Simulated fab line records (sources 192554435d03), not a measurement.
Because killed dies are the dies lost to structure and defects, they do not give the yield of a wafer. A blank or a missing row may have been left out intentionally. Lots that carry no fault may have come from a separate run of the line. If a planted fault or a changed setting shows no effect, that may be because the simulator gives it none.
Struck lot and sound lot, side by side || flow n5Finfet || 15 steps out of a route of 1938
Sound: wafers L388.3, L388.5, L388.6. Struck: wafer L395.3. (L395.1, L395.6 of the same lot were not struck and are left out.) The cause comes at the end.
Per side, at each step with rows, come the tool, then ch with its chambers, and then its first start. Under that, the readings that differ: sound wafers || struck wafers || difference of the means || sigmas: that difference in standard deviations of wafers without a fault.
alike: readings whose means differ by less than 2 such deviations, and words and numbers that are the same on both sides. not compared: withheld readings, readings that some wafer has no value for, bounds like >300 that may hide the same value, and numbers for which the record gives no deviation and whose values overlap.
The two part at a step that has a row with sigmas, a row that says differs or no value, or rows on one side only. Non-overlapping numbers with no deviation appear without sigmas and do not part them. A reading missing from all wafers of one side parts the sides only when that side holds two or more wafers.

first, 7 steps without rows for these wafers: N5_BEOL_M8_COAT_60 (time 60 s, resist thk 35 nm); N5_BEOL_M8_COAT_05 (resist thk 90 nm); N5_BEOL_M8_EBR_07; N5_BEOL_M8_SOFTBAKE_06 (time 60 s); N5_BEOL_M8_EXPOSE_08 (exposes mask M8); N5_BEOL_M8_PEB_09 (peb time 60 s); N5_BEOL_M8_DEVELOP_10 (develop time 30 s).
N5_BEOL_M8_CD_MEAS_11: target cd 38.5 nm.
  sound on cdSem-03 ch 0, day 12 06:30; struck on cdSem-01 ch 0, day 13 22:32
  alike: cdNm
N5_BEOL_M8_OVL_MEAS_12:
  sound on overlay-02 ch 0, day 12 06:32; struck on overlay-02 ch 0, day 13 22:35
{"reading": "M8_OVL (nm)", "sound": "0.5 1.8 0.2", "struck": -0.7, "difference": -1.5, "sigmas": -2}
N5_BEOL_M8_INSPECT_13: inspects for defects (brightfield).
  sound on defectInspect-01 at day 12 06:33; struck on defectInspect-02 at day 13 22:36
  alike: rawDefectCount
N5_BEOL_M8_DESCUM_16: chemistry O2, time 7.9 s.
  sound on rieDiel-01 ch 1,2,3, day 12 08:28; struck on rieDiel-01 ch 1, day 13 22:38
  alike: drypumpMotorCurrentA, oesProductAu, rfVppV, showerheadPlenumPTorr, throttleValvePct
  not compared: rfHoursCounterH
N5_BEOL_M8_ETCH_61: etches SiARC in CF4, target depth 45.5 nm, time 75.8 s.
  sound on rieDiel-01 ch 1,2,3, day 12 08:30; struck on rieDiel-01 ch 1, day 13 22:40
  alike: drypumpMotorCurrentA, etchRfOnTimeS, oesProductAu, rfVppV, showerheadPlenumPTorr, throttleValvePct
  not compared: rfHoursCounterH
N5_BEOL_M8_ETCH_62: etches SOC in N2/H2, target depth 110 nm, overetch 22 nm, time 165 s.
  sound on rieDiel-01 ch 1,2,3, day 12 08:34; struck on rieDiel-01 ch 1, day 13 22:44
{"reading": "n2FlowSccm (sccm)", "sound": "200.8 200.8 198.8", "struck": 198.9, "difference": -1.2, "sigmas": -2}
{"reading": "model.SiARC_of_BEOL_M8_COAT_60.thkNm (nm)", "sound": "28 27.8 27.8", "struck": 29.2, "difference": "+1.3", "sigmas": ""}
  alike: drypumpMotorCurrentA, h2FlowSccm, oesProductAu, rfVppV, showerheadPlenumPTorr, throttleValvePct
  not compared: rfHoursCounterH
then, 1 step without rows for these wafers: N5_BEOL_M8_STRIP_68 (strips in N2/H2).
-- here the record skips 3 days between the struck wafers' starts before and after, leaving off in module BEOL_M8 and picking up in module PASSIVATION (first step shown: number 1936 of the route) --
N5_PASSIVATION_PROBE_49:
  sound on prober-02 at day 15 12:39; struck on prober-01 at day 17 10:23
  alike: defectLimitedYield, killed_at_M0_to_M3, killed_at_M4_up, killedAtContacts, killedAtFrontEnd, killedAtOther, killedDies, killedOpen, killedShort, sort_bin_5_function, sort_bin_6_memory, sort_bin_8_speed, sortNPass, sortYieldPct

## WHERE THEY PART
Earliest at N5_BEOL_M8_OVL_MEAS_12; latest, in this record, at N5_BEOL_M8_ETCH_62. Later steps at which nothing parts them and some readings are alike: N5_PASSIVATION_PROBE_49.

WHY: whatever the simulator had introduced
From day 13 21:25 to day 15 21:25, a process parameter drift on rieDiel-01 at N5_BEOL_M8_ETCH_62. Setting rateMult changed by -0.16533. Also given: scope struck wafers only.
